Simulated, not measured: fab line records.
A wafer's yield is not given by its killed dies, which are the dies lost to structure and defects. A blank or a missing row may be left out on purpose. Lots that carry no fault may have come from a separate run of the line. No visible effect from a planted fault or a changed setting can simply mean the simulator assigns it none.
Matching of chambers | flow n5Finfet | rieDiel-03 running N5_FIN_SAQP_STRIP_70: 4 sister chambers
The step strips in N2/H2. 4 wafers are shown with their chamber, then 7 later ones without.

== WAFERS, EACH WITH ITS CHAMBER ==
wafer  | chamber | drypumpMotorCurrentA (A)
L078.5 | 2       | 5.6
L084.6 | 0       | 5.5
L088.2 | 1       | 6.1
L088.4 | 3       | 6.0

== WAFERS WITH NO CHAMBER GIVEN ==
wafer  | drypumpMotorCurrentA (A)
L088.5 | 5.5
L090.3 | 5.5
L090.4 | 6.0
L090.5 | 6.2
L093.2 | 5.5
L093.3 | 5.6
L093.4 | 6.1

== EACH ONE'S CHAMBER ==
wafer  | from the rows above | in truth
L088.5 | 0                   | 0
L090.3 | 0                   | 0
L090.4 | 3                   | 3
L090.5 | 1                   | 1
L093.2 | 0                   | 0
L093.3 | 2                   | 2
L093.4 | 1                   | 1
Placed correctly: 7 of 7. Not placeable from these rows: 0. Number placed wrongly: 0.
How it was worked out, from the rows above alone: a wafer's distance from a chamber is the root of the sum, over the readings, of the square of ((its reading less the chamber's mean) divided by the reading's scatter). If the next closest chamber is less than 2 further off than the closest, the wafer can't be placed; otherwise it belongs to the closest. For every chamber, the mean is computed from those of its wafers that are shown. The scatter: root of mean squared gap, hidden wafer to nearest shown wafer, with one shown wafer a chamber.
